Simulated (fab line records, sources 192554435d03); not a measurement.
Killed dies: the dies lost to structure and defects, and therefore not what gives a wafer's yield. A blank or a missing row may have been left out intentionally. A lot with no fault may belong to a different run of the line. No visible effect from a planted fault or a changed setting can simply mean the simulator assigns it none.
Matching of chambers ; flow n5Finfet ; N5_FIN_SAQP_PECVD_47 on pecvd-04: 3 sister chambers
The step deposits a-Si from SiH4/He, target thk 45 nm, time 36.3 s. 3 wafers are shown with their chamber, then 7 later ones without.

WAFERS PAIRED WITH THEIR CHAMBERS
wafer;chamber;showerheadPlenumPTorr (Torr)
L085.1;0;5.62
L085.2;2;5.62
L086.5;1;5.70

WAFERS MISSING THEIR CHAMBER
wafer;showerheadPlenumPTorr (Torr)
L086.6;5.62
L092.1;5.71
L092.2;5.63
L092.5;5.63
L097.3;5.62
L097.4;5.71
L097.5;5.70

WHICH CHAMBER EACH ONE RAN IN
wafer;from the rows above;in truth
L086.6;can't be placed: 0 or 2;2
L092.1;1;1
L092.2;can't be placed: 0 or 2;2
L092.5;can't be placed: 0 or 2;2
L097.3;can't be placed: 0 or 2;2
L097.4;1;1
L097.5;1;1
Correctly placed: 3 of 7. Not placeable from these rows: 4 (in 4, the candidates include the true chamber). Wrongly placed: 0.
How it was worked out, from the rows above alone: a wafer's distance from a chamber is the root of the sum, over the readings, of the square of ((its reading less the chamber's mean) divided by the reading's scatter). If the next closest chamber is less than 2 further off than the closest, the wafer can't be placed; otherwise it belongs to the closest. A chamber's mean is the mean of its shown wafers. The scatter: with one shown wafer a chamber, the root of the mean of the squares of how far each hidden wafer lies from its nearest shown one.
